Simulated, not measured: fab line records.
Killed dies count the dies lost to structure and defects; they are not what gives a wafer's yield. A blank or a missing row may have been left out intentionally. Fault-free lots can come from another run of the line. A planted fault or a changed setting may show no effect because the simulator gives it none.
A lot that was struck, set against a sound lot :: flow n5Finfet :: 16 out of 1938 route steps
Sound: wafers L369.3, L369.4, L369.5. Struck: wafer L378.6; the same lot's L378.1 was not struck, so it is left out; see the end for the cause.
For every step that has rows: the tool of each side, followed by ch and its chambers, followed by its first start. Under that, the readings that differ: sound wafers :: struck wafers :: difference of the means :: sigmas: that difference in standard deviations of wafers without a fault.
alike: words and numbers the same on both sides, and readings whose means are apart by under 2 such deviations; not compared: readings that were withheld, readings missing a value for some wafer, numbers with overlapping values and no deviation given by the record, and bounds like >300 which may hide the same value.
A row with sigmas, a row that says differs or no value, or rows on one side alone: a step with any of these is where the two part. Numbers that don't overlap but have no deviation are shown without sigmas and don't part them. A reading missing from all wafers of one side parts the sides only when that side holds two or more wafers.

first, 1 step without rows for these wafers: N5_HKMG_FIN_ETCH_86 (etches SOC in N2/H2, stops on TiN, target depth 393.2 nm).
N5_HKMG_FIN_STRIP_89: strips SOC in N2/H2, time 20 s.
  sound on rieDiel-01 ch 1,2, day 5 05:37; struck on rieDiel-01 ch 0, day 7 09:58
  alike: drypumpMotorCurrentA, h2FlowSccm, oesProductAu, powerW, rfVppV, showerheadPlenumPTorr, tempC, throttleValvePct
  not compared: rfHoursCounterH
then, 1 step without rows for these wafers: N5_HKMG_FIN_WET_ETCH_87 (etches TiN in SC1, time 154.2 s, target depth 4.7 nm, rinse time 30 s).
N5_HKMG_FIN_STRIP_88: strips in N2/H2, time 360 s.
  sound on plasmaAsher-02 ch 0,1, day 5 05:56; struck on plasmaAsher-01 ch 1, day 7 10:09
  alike: drypumpMotorCurrentA, h2FlowSccm, heaterPowerW, tempC
  not compared: rfHoursCounterH
N5_HKMG_FIN_NWFM_ALD_20: deposits TiAlC, target thk 2 nm, pulse time 3 s, purge time 2 s.
  sound on aldMetal-03 ch 0,3, day 5 06:11; struck on aldMetal-04 ch 1, day 7 10:32
reading: precursorPulseHeightRel
sound: 1.026 1.002 1.016
struck: 0.975
difference: -0.040
sigmas: -2
  alike: heaterPowerW
  not compared: aldCycles
then, 2 steps without rows for these wafers: N5_HKMG_FIN_ALD_71 (deposits TiN, target thk 1 nm, pulse time 1 s, purge time 3 s); N5_HKMG_FIN_COAT_66 (time 60 s, resist thk 300 nm).
N5_HKMG_FIN_ETCH_67: etches SOC in N2/H2, stops on TiN, target depth 388.9 nm.
  sound on rieDiel-05 ch 2,3, day 5 06:38; struck on rieDiel-01 ch 1, day 7 10:58
  alike: drypumpMotorCurrentA, h2FlowSccm, oesProductAu, rfVppV, showerheadPlenumPTorr, throttleValvePct
  not compared: rfHoursCounterH
then, 3 steps without rows for these wafers: N5_HKMG_FIN_STRIP_90 (strips SOC in N2/H2, time 20 s); N5_HKMG_FIN_WET_ETCH_73 (etches the open film in SC1, time 42.3 s, target depth 1.3 nm, rinse time 30 s); N5_HKMG_FIN_ETCHBACK_68 (etches the open film in Cl2/Ar, stops on HfO2, target depth 0.5 nm).
N5_HKMG_FIN_STRIP_69: strips in N2/H2, time 360 s.
  sound on plasmaAsher-02 ch 0,1, day 5 07:13; struck on plasmaAsher-01 ch 0, day 7 11:27
reading: drypumpMotorCurrentA (A)
sound: 5.7 5.0 5.0
struck: 6.1
difference: +0.9
sigmas: +2
  alike: h2FlowSccm, heaterPowerW, tempC
  not compared: rfHoursCounterH
N5_HKMG_FIN_ALD_21: deposits TiN, target thk 1.5 nm, pulse time 1 s, purge time 3 s.
  sound on aldMetal-04 ch 1,3, day 5 07:34; struck on aldMetal-03 ch 1, day 7 11:50
reading: aldCycles
sound: 68 68 68
struck: 108
difference: +40
sigmas: 

reading: model.TiN_of_HKMG_FIN_ALD_21.thkNm (nm)
sound: 1.4 1.4 1.4
struck: 2.4
difference: +1.0
sigmas: 
  alike: heaterPowerW, precursorPulseHeightRel
then, 1 step without rows for these wafers: N5_HKMG_FIN_ALD_72 (deposits W, target thk 2 nm, pulse time 1 s, purge time 2 s).
-- a jump in the record: the struck wafers' starts before and after are 5 days apart (it breaks off in module HKMG_FIN and resumes in module BEOL_M4, where the first step shown is number 1111 of the route) --
N5_BEOL_M4_RC_MEAS_101:
  sound on prober-01 ch 0, day 8 22:28; struck on prober-02 ch 0, day 12 21:18
  alike: DIBL_N, DIBL_P, IOFF_N, IOFF_P, ION_N, ION_P, SS_N, SS_P, VT_N, VT_P
after that, 1 step had no rows for these wafers: N5_PASSIVATION_PROBE_49.

WHERE THEY PART
At N5_HKMG_FIN_NWFM_ALD_20 first; at N5_HKMG_FIN_STRIP_69 last (within this record only). Later steps at which nothing parts them and some readings are alike: N5_HKMG_FIN_ALD_21, N5_BEOL_M4_RC_MEAS_101.

WHY: whatever the simulator had introduced
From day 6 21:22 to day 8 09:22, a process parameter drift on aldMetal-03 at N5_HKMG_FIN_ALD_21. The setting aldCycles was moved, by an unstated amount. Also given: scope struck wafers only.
